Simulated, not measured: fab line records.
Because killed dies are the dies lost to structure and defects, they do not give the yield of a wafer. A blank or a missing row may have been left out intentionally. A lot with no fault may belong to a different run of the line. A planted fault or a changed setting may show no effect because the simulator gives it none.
Chamber matching -- flow n5Finfet -- 4 sister chambers for N5_HKMG_FIN_ETCH_54 on rieDiel-02
The step etches SiARC in CF4, target depth 45.5 nm, time 75.8 s. 18 wafers are shown with their chamber, then 9 later ones without.

== WAFERS PAIRED WITH THEIR CHAMBERS ==
wafer,chamber,drypumpMotorCurrentA (A),showerheadPlenumPTorr (Torr),oesProductAu (a.u.)
L076.2,2,5.0,2.16,0.71
L076.3,3,5.9,2.28,0.82
L076.6,2,4.9,2.16,0.71
L078.1,3,5.9,2.27,0.82
L078.3,0,5.0,2.04,0.58
L078.5,0,5.0,2.04,0.58
L079.1,3,5.9,2.27,0.81
L079.5,2,4.9,2.16,0.70
L079.6,0,5.0,2.04,0.58
L080.1,2,4.9,2.16,0.71
L080.4,3,5.9,2.27,0.80
L080.6,2,4.9,2.16,0.70
L085.2,2,4.9,2.16,0.70
L085.3,1,6.7,2.09,0.82
L085.4,0,5.0,2.03,0.57
L088.1,0,5.0,2.03,0.57
L088.3,1,6.7,2.09,0.81
L088.4,2,4.9,2.15,0.69

SIGNATURES, as means of the wafers listed above
reading,chamber 0,chamber 1,chamber 2,chamber 3,scatter within a chamber
drypumpMotorCurrentA,5.000,6.700,4.914,5.900,0.0247
showerheadPlenumPTorr,2.0360,2.0900,2.1586,2.2725,0.00448
oesProductAu,0.5760,0.8150,0.7029,0.8125,0.0075
Rule: distance of a wafer from a chamber = root of the sum over the readings of ((wafer's reading minus chamber's mean) / reading's scatter) squared. If the next closest chamber is less than 2 further off than the closest, the wafer can't be placed; otherwise it belongs to the closest. The scatter is the square root of a quotient: the sum, over the shown wafers, of each reading's squared deviation from its chamber's mean, divided by wafers minus chambers.

== WAFERS WITHOUT THEIR CHAMBER ==
wafer,drypumpMotorCurrentA (A),showerheadPlenumPTorr (Torr),oesProductAu (a.u.)
L089.3,6.7,2.09,0.80
L089.5,4.9,2.15,0.68
L089.6,5.9,2.27,0.76
L091.2,5.0,2.28,0.84
L091.5,5.0,2.28,0.83
L091.6,5.9,2.26,0.76
L097.1,5.9,2.26,0.74
L097.2,6.7,2.08,0.77
L097.5,6.7,2.08,0.77

== EACH ONE'S CHAMBER ==
wafer,from the rows above,in truth
L089.3,1,1
L089.5,2,2
L089.6,3,3
L091.2,2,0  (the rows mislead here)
L091.5,2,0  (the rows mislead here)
L091.6,3,3
L097.1,3,3
L097.2,1,1
L097.5,1,1
Placed correctly: 7 of 9. Left unplaced by these rows: 0. 2 placed wrongly.
